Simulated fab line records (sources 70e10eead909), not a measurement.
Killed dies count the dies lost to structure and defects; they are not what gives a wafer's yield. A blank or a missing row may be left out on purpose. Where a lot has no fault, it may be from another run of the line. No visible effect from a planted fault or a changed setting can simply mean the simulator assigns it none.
fab line records	flow nand-harc
record lots=5	wafers=15	last-day=33
route steps=1302 shown P_ZERO_WELL@68 P_STI@69
lots that met no fault: taken from a fault-free run of the same line
start-h: hours from the record's first day to the start of the lot's first wafer shown	wait-h: hours from the lot's prior step to this one	" as in the row above	L1.1+2: a row that stands for several wafers	- either no value or no given start	* or withheld: withheld	< > ~ a bound
route shown NAME@n: NAME is a module with steps in the file, n the number in the route of the first one	usual: mean/standard deviation taken from wafers without a fault	same: alike in all rows	chamber/n: place in a boat	sites: readings site by site	_std_site: their standard deviation	_edge_site: the outer-site mean with the inner-site mean subtracted	radius-mm: how far each site lies from the wafer's centre	mask NAME#n: copy n	behind: the tool/chamber that last shaped the wafer	hold: why the lot was held/for how many hours/how that ended	device: transistor that didn't switch, given as n, p or np	end of line: the tests these same wafers got at the end of their route	step lacking rows: just its recipe	killed: dies that structure and defects cost at the first sort, which is not the same as the wafer's yield	map: dies across one wafer; x = killed, . = not, _ = none there
set.NAME: the setting as run; set.NAME@STEP: as run at that earlier step	model.NAME: the simulator's own value behind a step, which no gauge read
lots at selected steps of the route; one table per step, one row per wafer
services: when a tool's chamber went out of use (start-h, in hours from the record's first day, below 0 if earlier), for how many hours, and the reason
## steps
# step NHARC_P_ZERO_WELL_INSPECT_43
# usual raw-defect-count=14/5.6
lot.wafer	tool	chamber	start-h	wait-h	raw-defect-count
L366.1	defect-inspect-02	-	67.82	0.6	13
L366.2	"	-	"	"	10
L366.4	"	-	"	"	21
L375.4	defect-inspect-02	-	157.74	0.2	26
L375.5	"	-	"	"	10
L375.6	"	-	"	"	19
L380.1	defect-inspect-02	-	210.35	3.1	19
L380.3	"	-	"	"	20
L380.4	"	-	"	"	13
L382.2	defect-inspect-02	-	228.54	0.5	13
L382.5	"	-	"	"	13
L382.6	"	-	"	"	14
L383.1	defect-inspect-02	-	237.69	0.6	16
L383.4	"	-	"	"	20
L383.5	"	-	"	"	10
# step NHARC_P_STI_ETCH_26
# recipe target-depth-a=110	chemistry=dHF	material=SiO2
# step NHARC_P_STI_PRECLEAN_27
# recipe time-s=*	temp-c=50	bath-age-min=0	chemistry=SC1
# step NHARC_P_STI_SRD_28
# step NHARC_P_STI_OXIDE_29
# recipe target-thk-a=100	temp-c=900	ox-time-s=1362	material=SiO2
# step NHARC_P_STI_HM_DEP_30
# recipe target-thk-a=800	temp-c=790	pressure-mtorr=300	time-s=873	material=Si3N4
# step NHARC_P_STI_DEHYDRATE_01
# recipe temp-c=150	time-s=120
# step NHARC_P_STI_HMDS_02
# recipe time-s=30
# step NHARC_P_STI_COAT_41
# recipe temp-c=200	time-s=65
# step NHARC_P_STI_COAT_03
# recipe spin-rpm=2000	resist-thk-nm=600
# step NHARC_P_STI_SOFTBAKE_04
# recipe temp-c=125	time-s=70
# step NHARC_P_STI_EBR_05
# step NHARC_P_STI_EXPOSE_06
# recipe na=0.55	target-cd-nm=200	dose-mj=37.69	mask-id=P_STI
# usual exposure-dose-mJ-cm2=37.68/0.079
lot.wafer	tool	chamber	start-h	wait-h	mask	exposure-dose-mJ-cm2
L366.1	krf-scanner-04	0	84.25	-	P_STI_R1#0	37.69
L366.2	"	0	"	"	P_STI_R1#0	37.66
L366.4	"	0	"	"	P_STI_R1#0	37.66
L375.4	krf-scanner-03	0	174.40	-	P_STI#0	37.77
L375.5	"	0	"	"	P_STI#0	37.78
L375.6	"	0	"	"	P_STI#0	37.75
L380.1	krf-scanner-04	0	225.13	-	P_STI#0	37.71
L380.3	"	0	"	"	P_STI#0	37.67
L380.4	"	0	"	"	P_STI#0	37.61
L382.2	krf-scanner-02	0	244.86	-	P_STI#0	37.63
L382.5	"	0	"	"	P_STI#0	37.64
L382.6	"	0	"	"	P_STI#0	37.61
L383.1	krf-scanner-03	0	253.22	-	P_STI#0	37.80
L383.4	"	0	"	"	P_STI#0	37.77
L383.5	"	0	"	"	P_STI#0	37.77
# step NHARC_P_STI_PEB_07
# recipe peb-temp-c=128	peb-time-s=80
# step NHARC_P_STI_DEVELOP_08
# recipe time-s=50	dev-temp-c=22
# step NHARC_P_STI_CD_MEAS_09
# recipe target-cd-nm=200	landing-energy-ev=500
# usual cd-nm=200.2/1.4
lot.wafer	tool	chamber	start-h	wait-h	cd-nm
L366.1	cd-sem-01	0	84.40	-	209.6
L366.2	"	0	"	"	210.3
L366.4	"	0	"	"	209.7
L375.4	cd-sem-03	0	174.55	-	200.1
L375.5	"	0	"	"	197.5
L375.6	"	0	"	"	198.1
L380.1	cd-sem-01	0	225.28	-	201.3
L380.3	"	0	"	"	201.9
L380.4	"	0	"	"	204.5
L382.2	cd-sem-01	0	245.01	-	201.8
L382.5	"	0	"	"	201.5
L382.6	"	0	"	"	202.8
L383.1	cd-sem-03	0	253.37	-	198.4
L383.4	"	0	"	"	200.5
L383.5	"	0	"	"	198.2
# step NHARC_P_STI_OVL_MEAS_10
# usual overlay-x-nm=-1/5.2	overlay-y-nm=-1/6.2
lot.wafer	tool	chamber	start-h	wait-h	overlay-x-nm	overlay-y-nm
L366.1	overlay-02	-	84.49	-	-5	-5
L366.2	"	-	"	"	-3	-5
L366.4	"	-	"	"	-4	-5
L375.4	overlay-01	-	174.63	-	-12	7
L375.5	"	-	"	"	-12	6
L375.6	"	-	"	"	-12	7
L380.1	overlay-02	-	225.37	-	-1	4
L380.3	"	-	"	"	-1	5
L380.4	"	-	"	"	-1	4
L382.2	overlay-02	-	245.09	-	-4	-3
L382.5	"	-	"	"	-4	-4
L382.6	"	-	"	"	-4	-4
L383.1	overlay-01	-	253.46	-	-6	-11
L383.4	"	-	"	"	-5	-11
L383.5	"	-	"	"	-5	-11
# step NHARC_P_STI_INSPECT_11
# usual raw-defect-count=5.4/2.9
lot.wafer	tool	chamber	start-h	wait-h	raw-defect-count
L366.1	defect-inspect-01	-	84.52	0.0	2
L366.2	"	-	"	"	4
L366.4	"	-	"	"	6
L375.4	defect-inspect-02	-	174.67	0.0	3
L375.5	"	-	"	"	7
L375.6	"	-	"	"	2
L380.1	defect-inspect-02	-	225.40	0.0	4
L380.3	"	-	"	"	6
L380.4	"	-	"	"	5
L382.2	defect-inspect-02	-	245.13	0.0	7
L382.5	"	-	"	"	2
L382.6	"	-	"	"	8
L383.1	defect-inspect-01	-	253.50	0.0	6
L383.4	"	-	"	"	1
L383.5	"	-	"	"	2
# step NHARC_P_STI_HARDBAKE_13
# recipe temp-c=118	time-s=65
# step NHARC_P_STI_DESCUM_14
# recipe time-s=3	o2-flow-sccm=200	ar-flow-sccm=0	bias-power-w=0	chemistry=O2
# usual drypump-motor-current-A=5.44/0.29	mfc-ar-sccm=0.009/0.011	oes-product-au=0.998/0.0076	rf-vpp-V=57.6/0.95	showerhead-plenum-p-Torr=1.88/0.086	throttle-valve-pct=11.311/0.0088
lot.wafer	tool	chamber	start-h	wait-h	drypump-motor-current-A	mfc-ar-sccm	oes-product-au	rf-hours-counter-h	rf-vpp-V	showerhead-plenum-p-Torr	throttle-valve-pct	model.P_STI.cd-nm
L366.1	rie-diel-05	1	84.66	-	5.18	0.013	1.003	0.7	56.7	1.80	11.313	209.3
L366.2	"	2	"	"	5.60	0	0.990	0.7	57.4	1.94	11.320	210.3
L366.4	"	0	"	"	4.99	0	1.008	1.3	57.9	2.05	11.312	210.3
L375.4	rie-diel-09	3	174.81	-	5.97	0.018	0.996	1.5	57.2	1.80	11.321	199.4
L375.5	"	2	"	"	5.46	0.039	0.986	-	55.9	1.78	11.314	197.1
L375.6	"	3	"	"	5.96	0.018	0.997	-	56.5	1.80	11.321	198.1
L380.4	rie-diel-05	1	225.54	-	5.18	0.013	1.007	5.8	56.3	1.80	11.323	204.7
L380.3	"	2	"	"	5.61	0	0.994	6.2	57.4	1.94	11.315	202.3
L380.1	"	3	"	"	5.35	0	0.997	6.7	57.7	1.88	11.299	201.5
L382.2	rie-diel-09	0	245.29	-	5.62	0.015	0.994	6.5	57.3	1.91	11.307	201.4
L382.5	"	1	"	"	5.49	0	0.993	-	57.8	1.83	11.311	201.4
L382.6	"	3	"	"	5.98	0.018	0.995	-	57.0	1.80	11.300	202.6
L383.1	rie-diel-09	1	253.63	-	5.49	0	1.002	6.5	57.9	1.83	11.303	198.2
L383.4	"	1	"	"	5.52	0	1.000	-	57.2	1.83	11.304	200.7
L383.5	"	3	"	"	5.98	0.018	1.012	-	59.0	1.80	11.316	197.6
# step NHARC_P_STI_ETCH_42
# recipe target-depth-a=800	overetch-a=240	time-s=61	ion-energy-ev=200	n2-flow-sccm=150	h2-flow-sccm=150	ar-flow-sccm=0	rf-w=400	bias-w=150	chemistry=N2/H2
# usual drypump-motor-current-A=5.44/0.28	h2-flow-sccm=150.0/0.51	mfc-ar-sccm=0.009/0.011	oes-product-au=0.997/0.0075	rf-vpp-V=429.5/2.7	showerhead-plenum-p-Torr=2.00/0.094	throttle-valve-pct=14.171/0.0091
lot.wafer	tool	chamber	start-h	wait-h	drypump-motor-current-A	h2-flow-sccm	mfc-ar-sccm	oes-product-au	rf-hours-counter-h	rf-vpp-V	showerhead-plenum-p-Torr	throttle-valve-pct
L366.4	rie-diel-05	2	84.75	0.1	5.58	149.2	0	0.976	0.7	431.9	2.07	14.176
L366.2	"	3	"	"	5.34	149.9	0	0.994	1.3	428.6	2.01	14.169
L366.1	"	0	"	"	5.01	150.6	0	1.001	1.3	435.9	2.19	14.181
L375.4	rie-diel-09	2	174.89	0.1	5.50	150.1	0.039	0.990	0.8	426.6	1.90	14.166
L375.6	"	1	"	"	5.52	151.5	0	0.989	-	429.0	1.95	14.176
L375.5	"	2	"	"	5.46	149.7	0.039	0.989	-	428.6	1.90	14.165
L380.4	rie-diel-05	0	225.62	0.1	4.99	149.8	0	1.001	6.1	434.1	2.19	14.177
L380.3	"	1	"	"	5.17	150.0	0.013	1.003	5.8	428.1	1.91	14.172
L380.1	"	3	"	"	5.38	150.4	0	1.001	6.7	429.7	2.00	14.164
L382.2	rie-diel-09	3	245.36	0.1	5.99	149.9	0.018	1.018	6.4	426.7	1.91	14.166
L382.6	"	3	"	"	6.00	149.7	0.018	1.002	-	427.3	1.91	14.162
L382.5	"	1	"	"	5.51	150.1	0	1.008	-	429.1	1.94	14.168
L383.1	rie-diel-09	0	253.73	0.1	5.65	149.8	0.015	0.996	6.6	430.9	2.03	14.169
L383.5	"	0	"	"	5.66	149.8	0.015	1.006	-	430.4	2.03	14.151
L383.4	"	1	"	"	5.50	150.4	0	1.003	-	428.5	1.94	14.177
# step NHARC_P_STI_ETCH_31
# recipe target-depth-a=1089	time-s=54.5	cf4-flow-sccm=100	chf3-flow-sccm=30	ar-flow-sccm=0	rf-w=500	bias-w=200	chemistry=CF4/CHF3
# usual drypump-motor-current-A=5.44/0.28	mfc-ar-sccm=0.008/0.011	oes-product-au=0.954/0.02	rf-vpp-V=369.9/2.2	showerhead-plenum-p-Torr=1.55/0.065	throttle-valve-pct=16.801/0.0093
lot.wafer	tool	chamber	start-h	wait-h	drypump-motor-current-A	mfc-ar-sccm	oes-product-au	rf-hours-counter-h	rf-vpp-V	showerhead-plenum-p-Torr	throttle-valve-pct
L366.1	rie-diel-05	3	-	-	5.35	0	0.973	1.3	370.5	1.55	16.800
L366.2	"	0	"	"	4.99	0	0.977	1.3	373.7	1.68	16.802
L366.4	"	2	"	"	5.56	0	0.939	0.7	371.3	1.59	16.794
L375.4	rie-diel-09	3	-	-	5.96	0.018	0.969	1.6	366.9	1.48	16.816
L375.6	"	3	"	"	5.97	0.018	0.967	-	367.4	1.48	16.804
L375.5	"	0	"	"	5.63	0.015	0.976	-	370.9	1.57	16.804
L380.3	rie-diel-05	2	-	-	5.57	0	0.950	6.2	371.2	1.59	16.809
L380.4	"	0	"	"	4.97	0	0.981	6.1	375.4	1.68	16.797
L380.1	"	1	"	"	5.16	0.013	0.958	5.8	368.7	1.48	16.798
L382.2	rie-diel-09	0	-	-	5.63	0.015	0.966	6.5	371.0	1.57	16.811
L382.5	"	1	"	"	5.50	0	0.962	-	367.8	1.51	16.812
L382.6	"	3	"	"	5.95	0.018	0.962	-	367.6	1.48	16.792
L383.1	rie-diel-09	3	-	-	5.98	0.018	0.964	6.6	367.1	1.48	16.803
L383.5	"	0	"	"	5.61	0.015	0.949	-	370.5	1.57	16.806
L383.4	"	1	"	"	5.47	0	0.948	-	366.9	1.51	16.808
# step NHARC_P_STI_ETCH_15
# recipe target-depth-a=3000	taper-deg=4	time-s=100.1	hbr-flow-sccm=150	cl2-flow-sccm=50	rf-w=400	icp-w=400	bias-w=100	chemistry=HBr/Cl2
# usual drypump-motor-current-A=6.0/0.48	mfc-cl2-sccm=49.97/0.15	oes-product-au=0.998/0.0077	throttle-valve-pct=26.407/0.0099
lot.wafer	tool	chamber	start-h	wait-h	drypump-motor-current-A	mfc-cl2-sccm	oes-product-au	rf-hours-counter-h	throttle-valve-pct	model.P_STI.cd-nm
L366.2	rie-si-05	1	84.96	-	5.1	49.88	1.003	0.7	26.404	209.6
L366.1	"	2	"	"	5.9	50.24	1.003	0.8	26.407	210
L366.4	"	1	"	"	5.1	49.95	1.002	-	26.414	209.5
L375.4	rie-si-05	2	175.12	-	6.0	50.02	1.002	0.2	26.399	199.2
L375.5	"	3	"	"	6.7	50.26	1.003	-	26.411	197.4
L375.6	"	0	"	"	6.1	50.17	0.991	-	26.404	198
L380.4	rie-si-05	3	225.83	-	6.6	50.00	0.986	0.5	26.411	204.4
L380.3	"	0	"	"	6.1	49.95	0.997	0.5	26.406	201
L380.1	"	1	"	"	5.1	50.09	0.993	0.5	26.432	200.5
L382.2	rie-si-05	0	245.59	-	6.1	49.84	0.990	0.7	26.397	201.8
L382.6	"	3	"	"	6.6	50.02	0.993	-	26.436	202.6
L382.5	"	0	"	"	6.1	49.96	0.987	-	26.408	201
L383.4	rie-si-05	3	253.95	-	6.6	50.04	1.002	0.8	26.409	199.6
L383.1	"	2	"	"	5.9	50.16	1.003	0.8	26.414	198.3
L383.5	"	3	"	"	6.6	50.13	1.005	-	26.400	197.2
# step NHARC_P_STI_CD_MEAS_16
# usual cd-nm=200.0/1.5
lot.wafer	tool	chamber	start-h	wait-h	cd-nm
L366.1	cd-sem-01	-	85.13	-	210.0
L366.2	"	-	"	"	209.8
L366.4	"	-	"	"	209.6
L375.4	cd-sem-03	-	175.24	-	199.3
L375.5	"	-	"	"	197.6
L375.6	"	-	"	"	198.0
L380.1	cd-sem-02	-	225.98	-	200.3
L380.3	"	-	"	"	201.0
L380.4	"	-	"	"	204.3
L382.2	cd-sem-01	-	245.74	-	202.0
L382.5	"	-	"	"	201.3
L382.6	"	-	"	"	202.7
L383.1	cd-sem-03	-	254.10	-	198.4
L383.4	"	-	"	"	199.3
L383.5	"	-	"	"	197.1
# step NHARC_P_STI_OCD_MEAS_17
# usual trench-depth-nm=300/3.1	trench-foot-cd-nm=158.4/1.5
lot.wafer	tool	chamber	start-h	wait-h	trench-depth-nm	trench-foot-cd-nm
L366.1	ocd-02	-	85.22	0.1	303	166.3
L366.2	"	-	"	"	300	168.0
L366.4	"	-	"	"	300	167.9
L375.4	ocd-01	-	175.33	0.1	301	158.0
L375.5	"	-	"	"	300	155.4
L375.6	"	-	"	"	299	156.3
L380.1	ocd-01	-	226.06	0.1	299	159.5
L380.3	"	-	"	"	300	160.5
L380.4	"	-	"	"	298	162.8
L382.2	ocd-02	-	245.83	0.1	299	159.7
L382.5	"	-	"	"	296	159.8
L382.6	"	-	"	"	296	161.3
L383.1	ocd-01	-	254.19	0.1	303	155.8
L383.4	"	-	"	"	305	158.4
L383.5	"	-	"	"	300	156.3
# step NHARC_P_STI_STRIP_19
# recipe time-s=900	temp-c=130	chemistry=SPM
## services
tool	chamber	start-h	hours	kind
krf-scanner-03	-	70.43	0.5	repair
rie-diel-09	0	73.19	-	clean
rie-diel-09	1	73.19	-	clean
rie-diel-09	2	73.19	-	clean
rie-si-05	0	79.15	14.6	repair
krf-scanner-02	-	86.95	0.8	repair
krf-scanner-02	-	94.00	4.0	pm
rie-diel-05	0	104.34	2.9	repair
krf-scanner-04	-	106.79	69.7	repair
krf-scanner-03	-	107.86	4.0	repair
rie-si-05	-	128.00	9.0	pm
krf-scanner-02	-	134.52	1.6	repair
rie-diel-09	1	136.24	2.0	repair
rie-diel-09	-	143.10	9.0	pm
rie-diel-09	2	156.88	6.0	repair
krf-scanner-04	-	182.00	4.0	pm
krf-scanner-02	-	198.93	1.2	repair
krf-scanner-03	-	205.00	2.3	repair
krf-scanner-04	-	213.46	11.4	repair
krf-scanner-03	-	224.00	4.0	pm
rie-diel-05	-	229.60	9.0	pm
rie-diel-09	-	237.45	0.4	repair
krf-scanner-04	-	239.19	0.5	repair
rie-diel-09	2	242.79	21.3	repair
## key
first-sign step=NHARC_P_STI_EXPOSE_06	reading=mask	direction=changed
effect step=NHARC_P_STI_CD_MEAS_09	reading=cd-nm	direction=up	sigmas=6.9	usual=200.2	struck=209.9
effect step=NHARC_P_STI_CD_MEAS_16	reading=cd-nm	direction=up	sigmas=6.4	usual=200.0	struck=209.8
effect step=NHARC_P_STI_OCD_MEAS_17	reading=trench-foot-cd-nm	direction=up	sigmas=6.1	usual=158.4	struck=167.4
model-effect step=NHARC_P_STI_DESCUM_14	value=P_STI.cd-nm	without=202.7	struck=210
model-effect step=NHARC_P_STI_ETCH_15	value=P_STI.cd-nm	without=202.4	struck=209.7
met-at NHARC_P_STI_EXPOSE_06
struck-wafers L366.1,L366.2,L366.4
tester-left-out L366
fault kind=wrong-mask	tool=any	chamber=-	onset-h=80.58	steps=NHARC_P_STI_EXPOSE_06	aux-copy=P_STI_R1#0	cd-offset-nm=7.2367	scope=struck-lots-only
# tester-left-out: of these lots the tester's yield and bins aren't shown, on N5 and GAA mostly nor the transistor test; their killed dies are dies lost to structure and defects alone, not to doping, threshold or leakage, so they don't give the yield
